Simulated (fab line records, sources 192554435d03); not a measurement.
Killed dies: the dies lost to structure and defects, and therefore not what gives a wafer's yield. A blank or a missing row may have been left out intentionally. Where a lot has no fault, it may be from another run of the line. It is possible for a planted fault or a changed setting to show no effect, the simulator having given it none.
Matching of chambers | flow n5 finfet | ald metal-03 running N5_HKMG_FIN_ALD_21: 4 sister chambers
The step deposits TiN, target thk 1.5 nm, pulse time 1 s, purge time 3 s. 8 wafers are shown with their chamber, then 9 later ones without.

== EACH WAFER AND ITS CHAMBER ==
wafer  | chamber | heater power w (W) | susceptor temp C (C)
L077.6 | 1       | 837                | 400.08
L086.3 | 1       | 830                | 399.94
L088.3 | 2       | 688                | 400.25
L088.5 | 0       | 791                | 400.21
L088.6 | 3       | 838                | 399.81
L091.1 | 3       | 828                | 399.84
L091.2 | 0       | 797                | 400.15
L091.4 | 2       | 663                | 400.15

== WAFERS WHOSE CHAMBER IS MISSING ==
wafer  | heater power w (W) | susceptor temp C (C)
L092.1 | 770                | 400.09
L092.2 | 802                | 399.87
L092.3 | 658                | 399.95
L094.1 | 826                | 399.79
L094.4 | 650                | 400.08
L094.5 | 798                | 399.68
L097.3 | 832                | 400.04
L097.5 | 784                | 400.22
L097.6 | 834                | 400.27

== EACH ONE'S CHAMBER ==
wafer  | from the rows above          | in truth
L092.1 | 0                            | 0
L092.2 | can't be placed: 3 or 1 or 0 | 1
L092.3 | 2                            | 2
L094.1 | 3                            | 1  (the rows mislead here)
L094.4 | 2                            | 2
L094.5 | 3                            | 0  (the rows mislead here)
L097.3 | 1                            | 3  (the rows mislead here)
L097.5 | 0                            | 0
L097.6 | can't be placed: 1 or 0      | 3
4 of 9 placed correctly. Cannot be placed on the basis of these rows: 2; the candidates contain the true chamber in 1. Number placed wrongly: 3.
How it was worked out, from the rows above alone: a wafer's distance from a chamber is the root of the sum, over the readings, of the square of ((its reading less the chamber's mean) divided by the reading's scatter). The wafer belongs to the nearest chamber; if the next one is less than 2 further off, it can't be placed. A chamber's mean is the mean of its shown wafers. The scatter is the square root of a quotient: the sum, over the shown wafers, of each reading's squared deviation from its chamber's mean, divided by wafers minus chambers.
